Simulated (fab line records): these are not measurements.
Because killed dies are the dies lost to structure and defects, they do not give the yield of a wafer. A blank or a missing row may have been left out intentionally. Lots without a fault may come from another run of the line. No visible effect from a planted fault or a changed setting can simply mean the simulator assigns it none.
Tool commonality check || flow nand-harc || Lots sampled 12, wafers sampled 36

## REASON IT WAS OPENED
On 2 of the 12 lots, a flag is raised at NHARC_P_ZERO_WELL_CD_MEAS_37 on the reading cd-nm. No-fault wafers: 719.4 nm, standard deviation 1.7.
Rule: a lot is flagged when every wafer of it that has a number lies more than 4 standard deviations from that mean, or none has a number. The other lots count as sound.

{"lot": "L918", "measured": "day 1 08:13", "on": "cd-sem-02", "cd-nm (nm), wafer by wafer": "719.4 720.0 718.5", "flag": ""}
{"lot": "L919", "measured": "day 1 11:01", "on": "cd-sem-01", "cd-nm (nm), wafer by wafer": "718.3 717.1 718.8", "flag": ""}
{"lot": "L920", "measured": "day 1 20:10", "on": "cd-sem-03", "cd-nm (nm), wafer by wafer": "719.5 718.1 718.0", "flag": ""}
{"lot": "L921", "measured": "day 2 11:25", "on": "cd-sem-02", "cd-nm (nm), wafer by wafer": "722.3 720.4 717.3", "flag": ""}
{"lot": "L922", "measured": "day 2 16:08", "on": "cd-sem-03", "cd-nm (nm), wafer by wafer": "719.5 719.2 717.7", "flag": ""}
{"lot": "L925", "measured": "day 3 22:14", "on": "cd-sem-02", "cd-nm (nm), wafer by wafer": "720.0 716.3 720.6", "flag": ""}
{"lot": "L926", "measured": "day 4 08:24", "on": "cd-sem-01", "cd-nm (nm), wafer by wafer": "722.4 723.3 721.5", "flag": ""}
{"lot": "L928", "measured": "day 5 03:59", "on": "cd-sem-01", "cd-nm (nm), wafer by wafer": "722.6 721.7 721.3", "flag": ""}
{"lot": "L929", "measured": "day 5 14:13", "on": "cd-sem-03", "cd-nm (nm), wafer by wafer": "718.1 718.8 721.0", "flag": ""}
{"lot": "L934", "measured": "day 7 16:22", "on": "cd-sem-03", "cd-nm (nm), wafer by wafer": "729.0 727.1 727.6", "flag": "FLAGGED"}
{"lot": "L936", "measured": "day 8 12:16", "on": "cd-sem-02", "cd-nm (nm), wafer by wafer": "730.1 729.9 727.7", "flag": "FLAGGED"}
{"lot": "L940", "measured": "day 10 03:52", "on": "cd-sem-01", "cd-nm (nm), wafer by wafer": "720.4 720.4 719.4", "flag": ""}
On average the flagged lots' numbers are 728.6 nm, which is +9.2 nm against the usual, or +5 standard deviations.

## TOOL THAT RAN EACH LOT
The record holds 1 process step before the reading, out of a route of 1302 steps. Read each cell as the tool, then ch plus the chambers that the sampled wafers visited, then the start.
{"lot": "L918", "flag": "", "NHARC_P_ZERO_WELL_PEB_35": "litho-track-02 ch 0, day 1 08:07"}
{"lot": "L919", "flag": "", "NHARC_P_ZERO_WELL_PEB_35": "litho-track-05 ch 0, day 1 10:55"}
{"lot": "L920", "flag": "", "NHARC_P_ZERO_WELL_PEB_35": "litho-track-07 ch 0, day 1 20:05"}
{"lot": "L921", "flag": "", "NHARC_P_ZERO_WELL_PEB_35": "litho-track-05 ch 0, day 2 11:20"}
{"lot": "L922", "flag": "", "NHARC_P_ZERO_WELL_PEB_35": "litho-track-07 ch 0, day 2 16:02"}
{"lot": "L925", "flag": "", "NHARC_P_ZERO_WELL_PEB_35": "litho-track-05 ch 0, day 3 22:09"}
{"lot": "L926", "flag": "", "NHARC_P_ZERO_WELL_PEB_35": "litho-track-07 ch 0, day 4 08:19"}
{"lot": "L928", "flag": "", "NHARC_P_ZERO_WELL_PEB_35": "litho-track-07 ch 0, day 5 03:54"}
{"lot": "L929", "flag": "", "NHARC_P_ZERO_WELL_PEB_35": "litho-track-02 ch 0, day 5 14:07"}
{"lot": "L934", "flag": "FLAGGED", "NHARC_P_ZERO_WELL_PEB_35": "litho-track-02 ch 0, day 7 16:16"}
{"lot": "L936", "flag": "FLAGGED", "NHARC_P_ZERO_WELL_PEB_35": "litho-track-02 ch 0, day 8 12:11"}
{"lot": "L940", "flag": "", "NHARC_P_ZERO_WELL_PEB_35": "litho-track-07 ch 0, day 10 03:46"}
What these steps do:
- NHARC_P_ZERO_WELL_PEB_35: peb time 85 s.
- NHARC_P_ZERO_WELL_CD_MEAS_37: target cd 720 nm.

## FLAGGED AGAINST TOTAL, ONE TOOL AT A TIME (gauges that did the reading follow at the end)
{"step": "NHARC_P_ZERO_WELL_PEB_35", "tool": "litho-track-02", "lots run": 4, "flagged": 2, "share of the flagged lots": "all", "sound lots run after its first flagged lot": 0}
{"step": "NHARC_P_ZERO_WELL_PEB_35", "tool": "litho-track-05", "lots run": 3, "flagged": 0, "share of the flagged lots": "none", "sound lots run after its first flagged lot": "-"}
{"step": "NHARC_P_ZERO_WELL_PEB_35", "tool": "litho-track-07", "lots run": 5, "flagged": 0, "share of the flagged lots": "none", "sound lots run after its first flagged lot": "-"}
{"step": "NHARC_P_ZERO_WELL_CD_MEAS_37", "tool": "cd-sem-01", "lots run": 4, "flagged": 0, "share of the flagged lots": "none", "sound lots run after its first flagged lot": "-"}
{"step": "NHARC_P_ZERO_WELL_CD_MEAS_37", "tool": "cd-sem-02", "lots run": 4, "flagged": 1, "share of the flagged lots": "some", "sound lots run after its first flagged lot": 0}
{"step": "NHARC_P_ZERO_WELL_CD_MEAS_37", "tool": "cd-sem-03", "lots run": 4, "flagged": 1, "share of the flagged lots": "some", "sound lots run after its first flagged lot": 0}

## WHAT THE TABLE ALLOWS
In the table, 1 row covers all flagged lots: litho-track-02 at NHARC_P_ZERO_WELL_PEB_35.
- litho-track-02 at NHARC_P_ZERO_WELL_PEB_35: 2 of its 4 lots flagged. Its last sound lot is L929 (day 5 14:07), its first flagged lot L934 (day 7 16:16): a fault that began between those two fits. Its own readings lie more than 4 standard deviations out on every wafer of the flagged lots: heater-power-total-W, plate-temp-C.
Left over: one tool, litho-track-02 at NHARC_P_ZERO_WELL_PEB_35.

## WHAT THE SIMULATOR PUT IN
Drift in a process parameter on litho-track-02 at NHARC_P_ZERO_WELL_PEB_35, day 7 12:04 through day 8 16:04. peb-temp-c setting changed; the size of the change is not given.
Shown lots that were struck: L934, L936. The rule given above showed the same thing.
